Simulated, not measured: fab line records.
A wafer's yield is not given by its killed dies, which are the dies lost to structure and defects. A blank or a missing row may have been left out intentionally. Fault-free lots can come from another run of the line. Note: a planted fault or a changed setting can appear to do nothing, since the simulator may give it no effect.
Chamber matching ; flow n5_finfet ; 4 sister chambers for N5_BEOL_M10_ALD_74 on ald_metal-04
The step deposits TaN, target thk 2 nm, pulse time 2 s, purge time 3 s. 7 wafers are shown with their chamber, then 12 later ones without.

## WAFERS WITH THEIR CHAMBER
wafer;chamber;heater_power_w (W)
L079.2;2;443
L085.5;3;425
L089.4;0;429
L089.6;1;422
L091.4;3;418
L091.5;1;406
L091.6;0;427

## WAFERS WITH NO CHAMBER GIVEN
wafer;heater_power_w (W)
L092.1;431
L092.2;407
L092.5;421
L090.2;464
L090.3;418
L090.4;406
L093.2;452
L093.4;411
L093.5;462
L094.2;429
L094.4;456
L094.5;419

## WHICH CHAMBER EACH WENT THROUGH
wafer;from the rows above;in truth
L092.1;can't be placed: 0 or 3 or 2 or 1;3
L092.2;can't be placed: 1 or 3 or 0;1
L092.5;can't be placed: 3 or 0 or 1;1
L090.2;2;2
L090.3;can't be placed: 3 or 1 or 0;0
L090.4;can't be placed: 1 or 3 or 0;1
L093.2;2;2
L093.4;can't be placed: 1 or 3 or 0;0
L093.5;2;2
L094.2;can't be placed: 0 or 3 or 2 or 1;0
L094.4;2;2
L094.5;can't be placed: 3 or 1 or 0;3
Correctly placed: 4 of 12. Unplaceable from these rows: 8, with the true chamber sitting among the candidates in 8. Wrongly placed: 0.
How it was worked out, from the rows above alone: a wafer's distance from a chamber is the root of the sum, over the readings, of the square of ((its reading less the chamber's mean) divided by the reading's scatter). The wafer belongs to the nearest chamber; if the next one is less than 2 further off, it can't be placed. The mean given for a chamber averages the wafers shown for that chamber. The scatter: take each reading less its chamber's mean, square it, sum over the shown wafers, divide by the number of wafers less the number of chambers, and take the root.
